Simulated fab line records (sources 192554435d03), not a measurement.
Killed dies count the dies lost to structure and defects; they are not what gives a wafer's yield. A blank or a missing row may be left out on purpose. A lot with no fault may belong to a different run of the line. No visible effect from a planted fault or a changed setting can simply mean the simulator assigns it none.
Matching of chambers + flow n5 finfet + 4 sister chambers for N5_BEOL_M6_CMP_52 on cmp-02
The step polishes, stops on SiCOH lowk, t overpolish 6.9 s, target thk 80 nm. 4 wafers are shown with their chamber, then 11 later ones without.

== EACH WAFER AND ITS CHAMBER ==
| wafer  | chamber | motor current A (A) |
|--------|---------|---------------------|
| L080.1 | 0       | 5.2                 |
| L081.1 | 1       | 6.0                 |
| L084.4 | 2       | 5.9                 |
| L090.3 | 3       | 5.0                 |

== WAFERS WITH NO CHAMBER GIVEN ==
| wafer  | motor current A (A) |
|--------|---------------------|
| L090.4 | 5.9                 |
| L090.6 | 6.3                 |
| L091.1 | 5.2                 |
| L091.3 | 6.0                 |
| L091.4 | 6.2                 |
| L092.2 | 6.2                 |
| L092.4 | 5.2                 |
| L092.6 | 5.0                 |
| L094.1 | 6.0                 |
| L094.4 | 5.1                 |
| L094.6 | 5.3                 |

== WHICH CHAMBER EACH ONE RAN IN ==
| wafer  | from the rows above     | in truth |
|--------|-------------------------|----------|
| L090.4 | can't be placed: 2 or 1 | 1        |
| L090.6 | can't be placed: 1 or 2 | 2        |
| L091.1 | can't be placed: 0 or 3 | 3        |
| L091.3 | can't be placed: 1 or 2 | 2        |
| L091.4 | can't be placed: 1 or 2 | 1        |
| L092.2 | can't be placed: 1 or 2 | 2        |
| L092.4 | can't be placed: 0 or 3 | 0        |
| L092.6 | can't be placed: 3 or 0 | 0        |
| L094.1 | can't be placed: 1 or 2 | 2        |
| L094.4 | can't be placed: 3 or 0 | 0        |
| L094.6 | can't be placed: 0 or 3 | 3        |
0 of 11 placed correctly. Not placeable from these rows: 11 (in 11, the candidates include the true chamber). 0 placed wrongly.
How it was worked out, from the rows above alone: a wafer's distance from a chamber is the root of the sum, over the readings, of the square of ((its reading less the chamber's mean) divided by the reading's scatter). The wafer belongs to the nearest chamber; if the next one is less than 2 further off, it can't be placed. Each chamber's mean is taken over the wafers shown for it. The scatter: root of mean squared gap, hidden wafer to nearest shown wafer, with one shown wafer a chamber.
